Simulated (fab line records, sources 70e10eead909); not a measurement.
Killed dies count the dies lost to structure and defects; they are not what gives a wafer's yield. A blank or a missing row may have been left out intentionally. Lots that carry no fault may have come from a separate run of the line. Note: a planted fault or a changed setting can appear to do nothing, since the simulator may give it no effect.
fab line records	flow nandHarc
record lots=13	wafers=38	lastDay=25
route steps=1159 shown A_CONTACT@900 END@1159
lots untouched by any fault: they come from a run of this same line in which no faults occurred
startH: the number of hours between the record's first day and the start of the first shown wafer of the lot	waitH: hours from the lot's prior step to this one	" repeats the value in the row above	L1.1+2: several wafers, shown together as one row	- either no value or no given start	* or withheld: withheld	< > ~ a bound
route shown NAME@n: NAME is a module with steps in the file, n the number in the route of the first one	usual: mean/standard deviation taken from wafers without a fault	same: alike in all rows	chamber/n: place in a boat	sites: readings site by site	_std_site: the values' standard deviation	_edge_site: mean of outer sites minus mean of inner sites	radiusMm: how far each site lies from the wafer's centre	mask NAME#n: copy n	behind: the most recent tool/chamber to have shaped the wafer	hold: what put the lot on hold/how long, in hours/how the hold closed	device: which transistor (n, p or np) failed to switch	end of line: at the end of the route, the tests of the same wafers	a step with no rows: only its recipe	killed: the dies lost at the first sort to structure and to defects; this is not the yield of the wafer	map: shows each die of a wafer: x if killed, . if not, _ if none is there
set.NAME: the setting the step ran with; set.NAME@STEP: the setting that earlier step ran with	model.NAME: the simulator's own value behind a step, which no gauge read
a sample of lots followed through the steps of the route, with each step as a table and each wafer as a row
services: the hour from which a tool's chamber was out of use, counted from the record's first day as startH (under 0 if before that day), plus the number of hours and why
## steps
# step NHARC_A_CONTACT_ETCH_75
# recipe targetDepthA=390	overEtchFrac=0.3	timeS=65	ionEnergyEv=80	cf4FlowSccm=150	arFlowSccm=0	rfW=300	biasW=100	chemistry=CF4
# usual drypumpMotorCurrentA=5.8/0.3	mfcArSccm=0.005/0.0092	oesProductAu=1.001/0.0085	rfVppV=151.1/1.3	showerheadPlenumPTorr=1.76/0.082	throttleValvePct=13.281/0.0094
# same overEtchFrac=0.3
lot.wafer	tool	chamber	startH	waitH	drypumpMotorCurrentA	mfcArSccm	oesProductAu	rfHoursCounterH	rfVppV	showerheadPlenumPTorr	throttleValvePct
L527.4	rieDiel-09	0	376.41	0.1	5.8	0	0.998	23	150.6	1.68	13.291
L527.5	"	1	"	"	5.5	0	1.007	-	150.3	1.67	13.256
L527.6	"	2	"	"	6.0	0	0.994	-	150.2	1.64	13.281
L528.2	rieDiel-03	2	377.17	0.1	5.9	0.023	0.984	54	152.3	1.83	13.280
L528.1	"	0	"	"	5.8	0.013	1.010	51	151.1	1.76	13.276
L528.5	"	2	"	"	5.9	0.023	0.988	-	151.3	1.83	13.276
L526.2	rieDiel-03	3	386.13	0.1	5.7	0	0.993	59	152.0	1.69	13.282
L526.1	"	1	"	"	5.6	0.023	1.004	54	152.2	1.77	13.280
L526.6	"	0	"	"	5.9	0.013	1.007	-	151.5	1.76	13.288
L531.1	rieDiel-02	1	402.13	0.1	5.1	0	1.000	25	153.0	1.90	13.298
L531.4	"	3	"	"	6.4	0	0.989	23	153.4	1.90	13.276
L531.3	"	0	"	"	6.3	0	0.990	25	150.5	1.71	13.283
L532.3	rieDiel-09	1	406.98	0.1	5.5	0	1.005	25	150.7	1.67	13.285
L532.6	"	3	"	"	6.1	0	1.003	-	152.3	1.79	13.272
L532.5	"	0	"	"	5.8	0	1.000	-	150.3	1.68	13.280
L535.1	rieDiel-02	3	435.32	0.1	6.4	0	1.002	34	152.8	1.90	13.283
L535.4	"	0	"	"	6.3	0	0.866	36	152.0	1.71	13.288
L538.4	rieDiel-09	2	460.12	0.1	6.0	0	0.998	3	153.6	1.91	13.288
L538.1	"	3	"	"	6.1	0	1.003	3	152.1	1.79	13.294
L538.5	"	1	"	"	5.5	0	0.998	-	150.6	1.67	13.273
L539.2	rieDiel-09	0	471.56	0.1	5.8	0	1.003	6	149.2	1.68	13.281
L539.4	"	2	"	"	6.0	0	0.994	5	153.5	1.91	13.274
L539.1	"	3	"	"	6.1	0	1.005	5	152.0	1.79	13.275
L543.3	rieDiel-03	2	477.06	0.1	5.9	0.023	1.005	29	151.0	1.82	13.276
L543.2	"	3	"	"	5.7	0	1.013	30	149.6	1.68	13.299
L543.6	"	1	"	"	5.7	0.023	1.002	-	152.3	1.76	13.293
L545.3	rieDiel-03	1	493.24	0.1	5.6	0.023	0.996	37	151.7	1.76	13.292
L545.6	"	2	"	"	5.9	0.023	1.008	-	151.8	1.82	13.282
L545.5	"	3	"	"	5.7	0	1.008	-	147.9	1.68	13.283
L547.3	rieDiel-03	1	502.41	0.1	5.6	0.023	1.000	40	151.3	1.76	13.288
L547.5	"	2	"	"	5.9	0.023	1.005	-	150.9	1.81	13.285
L547.6	"	3	"	"	5.7	0	1.014	-	151.6	1.68	13.297
L548.1	rieDiel-03	3	511.33	0.1	5.7	0	1.012	43	149.1	1.68	13.280
L548.4	"	0	"	"	5.9	0.013	0.995	43	151.2	1.74	13.274
L548.2	"	2	"	"	5.9	0.023	1.015	43	152.0	1.81	13.284
L549.4	rieDiel-09	0	525.37	0.1	5.8	0	0.996	15	150.0	1.68	13.279
L549.2	"	2	"	"	6.0	0	1.008	14	153.3	1.90	13.277
L549.1	"	3	"	"	6.1	0	1.013	15	151.0	1.78	13.286
# step NHARC_A_CONTACT_ETCH_77
# recipe targetDepthA=726	timeS=36.3	cf4FlowSccm=100	chf3FlowSccm=30	arFlowSccm=0	rfW=500	biasW=200	chemistry=CF4/CHF3
# usual drypumpMotorCurrentA=5.8/0.3	mfcArSccm=0.005/0.0091	oesProductAu=0.932/0.017	rfVppV=370.2/2.6	showerheadPlenumPTorr=1.56/0.074	throttleValvePct=16.802/0.009
lot.wafer	tool	chamber	startH	waitH	drypumpMotorCurrentA	mfcArSccm	oesProductAu	rfHoursCounterH	rfVppV	showerheadPlenumPTorr	throttleValvePct
L527.4	rieDiel-09	1	-	-	5.5	0	0.922	21	368.6	1.49	16.796
L527.5	"	1	"	"	5.5	0	0.939	-	367.8	1.49	16.815
L527.6	"	2	"	"	6.0	0	0.920	-	366.2	1.46	16.790
L528.2	rieDiel-03	0	-	-	5.9	0.013	0.924	51	370.2	1.56	16.814
L528.1	"	1	"	"	5.6	0.023	0.929	51	370.7	1.58	16.807
L528.5	"	1	"	"	5.6	0.023	0.944	-	370.9	1.58	16.808
L526.1	rieDiel-03	3	-	-	5.7	0	0.919	59	367.8	1.50	16.802
L526.2	"	1	"	"	5.6	0.023	0.933	55	371.0	1.58	16.804
L526.6	"	3	"	"	5.7	0	0.918	-	368.3	1.50	16.807
L531.3	rieDiel-02	3	-	-	6.5	0	0.964	24	374.8	1.69	16.804
L531.4	"	1	"	"	5.1	0	0.945	26	373.1	1.69	16.810
L531.1	"	2	"	"	5.7	0	0.961	24	367.8	1.52	16.801
L532.3	rieDiel-09	0	-	-	5.8	0	0.950	27	369.2	1.49	16.800
L532.6	"	1	"	"	5.5	0	0.973	-	366.8	1.49	16.803
L532.5	"	2	"	"	6.0	0	0.945	-	366.1	1.46	16.810
L535.4	rieDiel-02	2	-	-	5.6	0	0.941	35	368.4	1.52	16.794
L535.1	"	1	"	"	5.1	0	0.927	37	374.8	1.69	16.803
L538.4	rieDiel-09	1	-	-	5.5	0	0.925	4	368.4	1.49	16.795
L538.1	"	2	"	"	6.0	0	0.923	4	373.7	1.70	16.789
L538.5	"	1	"	"	5.5	0	0.928	-	368.2	1.49	16.794
L539.4	rieDiel-09	2	-	-	6.0	0	0.917	5	375.1	1.70	16.793
L539.1	"	3	"	"	6.1	0	0.922	5	369.8	1.59	16.819
L539.2	"	1	"	"	5.4	0	0.919	6	367.1	1.48	16.780
L543.3	rieDiel-03	3	-	-	5.7	0	0.934	30	367.9	1.49	16.801
L543.2	"	1	"	"	5.6	0.023	0.919	31	369.5	1.57	16.819
L543.6	"	2	"	"	5.9	0.023	0.933	-	372.1	1.62	16.802
L545.3	rieDiel-03	1	-	-	5.6	0.023	0.921	37	372.0	1.57	16.800
L545.5	"	1	"	"	5.6	0.023	0.919	-	369.8	1.57	16.801
L545.6	"	2	"	"	5.9	0.023	0.931	-	371.2	1.62	16.791
L547.3	rieDiel-03	0	-	-	5.9	0.013	0.917	38	368.9	1.55	16.800
L547.5	"	3	"	"	5.7	0	0.928	-	368.3	1.49	16.800
L547.6	"	0	"	"	5.9	0.013	0.920	-	368.9	1.55	16.808
L548.2	rieDiel-03	2	-	-	5.9	0.023	0.935	43	373.1	1.61	16.807
L548.1	"	3	"	"	5.7	0	0.934	43	366.9	1.49	16.795
L548.4	"	0	"	"	5.9	0.013	0.917	43	370.3	1.55	16.794
L549.2	rieDiel-09	1	-	-	5.5	0	0.922	15	367.3	1.48	16.811
L549.1	"	2	"	"	6.0	0	0.917	14	374.2	1.70	16.804
L549.4	"	0	"	"	5.8	0	0.931	15	367.7	1.49	16.812
# step NHARC_A_CONTACT_ETCH_124
# recipe sourceW=withheld	pressureMtorr=20	biasV=withheld	timeS=140	targetDepthA=7000	arFlowSccm=withheld	c4f8FlowSccm=withheld	o2FlowSccm=withheld	chemistry=C4F8/O2/Ar
lot.wafer	tool	chamber	startH	waitH	rfHoursCounterH
L527.4	harCapEtch-02	0	377.50	-	-
L527.6	"	0	"	"	-
L527.5	"	1	"	"	-
L528.1	harCapEtch-01	0	378.21	-	57
L528.2	"	1	"	"	57
L528.5	"	0	"	"	-
L526.1	harCapEtch-02	1	387.17	-	9
L526.2	"	0	"	"	9
L526.6	"	1	"	"	-
L531.1	harCapEtch-02	0	403.25	-	12
L531.4	"	0	"	"	-
L531.3	"	1	"	"	-
L532.3	harCapEtch-01	1	408.10	-	-
L532.5	"	0	"	"	-
L532.6	"	1	"	"	-
L535.1	harCapEtch-02	1	436.44	-	18
L535.4	"	1	"	"	-
L538.1	harCapEtch-03	1	461.21	-	97
L538.4	"	0	"	"	-
L538.5	"	1	"	"	-
L539.1	harCapEtch-02	1	472.60	-	25
L539.2	"	0	"	"	25
L539.4	"	1	"	"	-
L543.2	harCapEtch-03	0	478.14	-	101
L543.3	"	0	"	"	-
L543.6	"	1	"	"	-
L545.3	harCapEtch-01	1	494.39	-	-
L545.5	"	0	"	"	-
L545.6	"	1	"	"	-
L547.3	harCapEtch-03	0	503.64	-	-
L547.6	"	1	"	"	-
L547.5	"	0	"	"	-
L548.2	harCapEtch-01	0	512.38	-	82
L548.1	"	1	"	"	82
L548.4	"	1	"	"	-
L549.2	harCapEtch-01	1	526.46	-	84
L549.1	"	0	"	"	84
L549.4	"	0	"	"	-
# step NHARC_A_CONTACT_ETCH_125
# recipe sourceW=withheld	pressureMtorr=20	biasV=1200	timeS=155	targetDepthA=9560	arFlowSccm=withheld	c4f8FlowSccm=withheld	o2FlowSccm=withheld	chemistry=C4F8/O2/Ar
lot.wafer	tool	chamber	startH	waitH	rfHoursCounterH
L527.4	harCapEtch-02	0	377.68	0.1	-
L527.6	"	0	"	"	-
L527.5	"	1	"	"	-
L528.1	harCapEtch-01	0	378.41	0.2	57
L528.2	"	1	"	"	57
L528.5	"	0	"	"	-
L526.1	harCapEtch-02	1	387.37	0.2	9
L526.2	"	0	"	"	9
L526.6	"	1	"	"	-
L531.1	harCapEtch-02	0	403.45	0.2	12
L531.4	"	0	"	"	-
L531.3	"	1	"	"	-
L532.3	harCapEtch-01	1	408.27	0.1	-
L532.5	"	0	"	"	-
L532.6	"	1	"	"	-
L535.1	harCapEtch-02	1	436.64	0.2	18
L535.4	"	1	"	"	-
L538.1	harCapEtch-03	1	461.56	0.3	97
L538.4	"	0	"	"	-
L538.5	"	1	"	"	-
L539.1	harCapEtch-02	1	472.80	0.2	25
L539.2	"	0	"	"	25
L539.4	"	1	"	"	-
L543.2	harCapEtch-03	0	478.39	0.2	101
L543.3	"	0	"	"	-
L543.6	"	1	"	"	-
L545.3	harCapEtch-01	1	494.56	0.1	-
L545.5	"	0	"	"	-
L545.6	"	1	"	"	-
L547.3	harCapEtch-03	0	503.81	0.1	-
L547.6	"	1	"	"	-
L547.5	"	0	"	"	-
L548.2	harCapEtch-01	0	512.58	0.2	82
L548.1	"	1	"	"	82
L548.4	"	1	"	"	-
L549.2	harCapEtch-01	1	526.66	0.2	84
L549.1	"	0	"	"	84
L549.4	"	0	"	"	-
# step NHARC_END_SORT_01
# recipe tempC=25
# usual killedAtArray=28/11	killedAtOther=0.5/0.85	killedAtPeriphery=2.7/1.9	killedDies=32/12	killedOpen=3.3/1.6	killedShort=2.1/1.5
# same grossDies=677
lot.wafer	tool	chamber	startH	waitH	killedAtArray	killedAtOther	killedAtPeriphery	killedDies	killedOpen	killedShort
L528.1	prober-01	0	457.07	2.5	22	0	0	22	2	1
L528.2	prober-01	0	457.87	2.8	33	0	4	37	3	1
L528.5	prober-01	0	460.28	3.7	29	0	4	33	2	3
L539.1	prober-01	0	548.41	2.5	51	0	4	55	6	2
L539.2	prober-01	0	549.21	2.8	42	0	2	44	4	1
L539.4	prober-01	0	550.81	3.4	32	1	2	35	2	4
L543.2	prober-02	0	556.91	2.8	31	1	3	35	2	0
L543.3	prober-02	0	557.71	3.1	31	0	1	32	4	3
L543.6	prober-02	0	560.11	4.0	37	0	3	40	4	2
L547.3	prober-01	0	573.40	3.1	41	1	2	44	2	2
L547.5	prober-01	0	574.97	3.6	32	0	7	39	5	3
L547.6	prober-01	0	575.76	3.9	25	1	3	29	0	3
# killed by level:class
L528.1 A_SLIT:chamberFilmFlake=8 A_CHANNEL_HOLE_D1:chamberFilmFlake=5 A_CONTACT:chamberFilmFlake=5 A_CHANNEL_FILL_D1:geometricParticle:short=1 A_CONTACT:geometricParticle:open=1 A_M0:geometricParticle:open=1 A_SGD_CUT:chamberFilmFlake=1
L528.2 A_CHANNEL_HOLE_D1:chamberFilmFlake=14 A_SLIT:chamberFilmFlake=12 P_BONDPAD:chamberFilmFlake=2 A_SGD_CUT:chamberFilmFlake=2 P_CONTACT:geometricParticle:open=1 A_ONON_D1:geometricParticle:open=1 A_WL_FILL:geometricParticle:short=1 A_M0:geometricParticle:open=1
L528.5 A_CHANNEL_HOLE_D1:chamberFilmFlake=14 A_SLIT:chamberFilmFlake=9 P_CONTACT:geometricParticle:short=1 P_CONTACT:geometricParticle:open=1 A_ONON_D1:geometricParticle:short=1 A_STAIRCASE:geometricParticle:short=1 A_CONTACT:geometricParticle:open=1 P_ZERO_WELL:chamberFilmFlake=1
L539.1 A_SLIT:chamberFilmFlake=24 A_CHANNEL_HOLE_D1:chamberFilmFlake=16 A_WL_FILL:geometricParticle:open=3 A_STAIRCASE:chamberFilmFlake=3 P_CONTACT:geometricParticle:short=1 P_M0:geometricParticle:open=1 A_ONON_D1:geometricParticle:short=1 A_CONTACT:geometricParticle:open=1
L539.2 A_SLIT:chamberFilmFlake=20 A_CHANNEL_HOLE_D1:chamberFilmFlake=10 A_STAIRCASE:chamberFilmFlake=4 A_CONTACT:geometricParticle:open=2 A_CHANNEL_FILL_D1:chamberFilmFlake=2 A_CONTACT:chamberFilmFlake=2 P_M0:geometricParticle:open=1 A_WL_FILL:geometricParticle:open=1
L539.4 A_SLIT:chamberFilmFlake=14 A_CHANNEL_HOLE_D1:chamberFilmFlake=8 A_STAIRCASE:chamberFilmFlake=4 P_STI:geometricParticle:short=1 A_WL_FILL:geometricParticle:open=1 A_CONTACT:geometricParticle:open=1 A_CONTACT:geometricParticle:short=1 A_M0:geometricParticle:short=1
L543.2 A_SLIT:chamberFilmFlake=12 A_CHANNEL_HOLE_D1:chamberFilmFlake=10 A_CONTACT:chamberFilmFlake=8 P_CONTACT:geometricParticle:open=1 P_M0:geometricParticle:open=1 P_GATE:chamberFilmFlake=1 A_STAIRCASE:chamberFilmFlake=1 THIN_TSV:chamberFilmFlake=1
L543.3 A_SLIT:chamberFilmFlake=15 A_CONTACT:chamberFilmFlake=6 A_CONTACT:geometricParticle:open=2 A_CHANNEL_HOLE_D1:chamberFilmFlake=2 A_ONON_D1:geometricParticle:short=1 A_CHANNEL_HOLE_D1:geometricParticle:short=1 A_CHANNEL_FILL_D1:geometricParticle:short=1 A_CHANNEL_FILL_D1:geometricParticle:open=1
L543.6 A_SLIT:chamberFilmFlake=22 A_CONTACT:chamberFilmFlake=4 A_CHANNEL_HOLE_D1:chamberFilmFlake=3 A_STAIRCASE:chamberFilmFlake=3 P_M0:geometricParticle:open=1 P_BONDPAD:geometricParticle:open=1 A_CHANNEL_HOLE_D1:geometricParticle:short=1 A_CHANNEL_FILL_D1:geometricParticle:open=1
L547.3 A_SLIT:chamberFilmFlake=21 A_CHANNEL_HOLE_D1:chamberFilmFlake=4 A_STAIRCASE:chamberFilmFlake=4 A_CONTACT:chamberFilmFlake=3 A_CONTACT:geometricParticle:open=2 A_CHANNEL_FILL_D1:chamberFilmFlake=2 A_SGD_CUT:chamberFilmFlake=2 P_M0:geometricParticle:short=1
L547.5 A_SLIT:chamberFilmFlake=13 A_CHANNEL_HOLE_D1:chamberFilmFlake=6 A_STAIRCASE:chamberFilmFlake=4 P_BONDPAD:chamberFilmFlake=3 A_CONTACT:chamberFilmFlake=3 A_CONTACT:geometricParticle:open=2 P_CONTACT:geometricParticle:open=1 P_M0:geometricParticle:open=1
L547.6 A_SLIT:chamberFilmFlake=12 A_CHANNEL_HOLE_D1:chamberFilmFlake=5 A_STAIRCASE:chamberFilmFlake=3 A_CONTACT:chamberFilmFlake=2 P_CONTACT:geometricParticle:short=1 A_ONON_D1:geometricParticle:short=1 A_CONTACT:geometricParticle:short=1 P_ZERO_WELL:chamberFilmFlake=1
## services
tool	chamber	startH	hours	kind
rieDiel-03	1	362.93	8.5	repair
rieDiel-03	0	371.40	-	clean
rieDiel-03	2	371.40	-	clean
rieDiel-03	3	371.40	-	clean
rieDiel-03	-	392.40	9.0	pm
rieDiel-03	0	392.40	9.0	ventCycle
rieDiel-03	1	392.40	9.0	ventCycle
rieDiel-03	2	392.40	9.0	ventCycle
rieDiel-03	3	392.40	9.0	ventCycle
rieDiel-03	0	401.40	-	clean
rieDiel-03	1	401.40	-	clean
rieDiel-03	1	401.40	-	consumableReplace:focusRing
rieDiel-03	2	401.40	-	clean
rieDiel-03	3	401.40	-	clean
rieDiel-09	1	416.14	3.3	repair
rieDiel-03	0	426.08	-	clean
rieDiel-03	1	426.08	-	clean
rieDiel-03	2	426.08	-	clean
rieDiel-03	3	426.08	-	clean
rieDiel-09	-	431.41	9.0	pm
rieDiel-02	1	467.53	6.4	repair
rieDiel-03	0	486.63	5.8	repair
rieDiel-02	-	505.06	9.0	pm
rieDiel-09	2	509.84	4.7	repair
## key
firstSign step=NHARC_A_CONTACT_ETCH_75	reading=oesProductAu	direction=down	sigmas=16	usual=1.001	struck=0.866
effect none on later readings
metAt NHARC_A_CONTACT_ETCH_75
struckLots L535
struckWafers L535.4
testerLeftOut L535
notActingAt NHARC_A_CONTACT_ETCH_77,NHARC_A_CONTACT_ETCH_124,NHARC_A_CONTACT_ETCH_125
onsetBetween 402.13 435.32
fault kind=processParameterDrift	tool=rieDiel-02	chamber=0	onsetH=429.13	steps=NHARC_A_CONTACT_ETCH_75	channel=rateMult	offset=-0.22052	shape=step
# testerLeftOut: of these lots the tester's yield and bins aren't shown, on N5 and GAA mostly nor the transistor test; their killed dies are dies lost to structure and defects alone, not to doping, threshold or leakage, so they don't give the yield
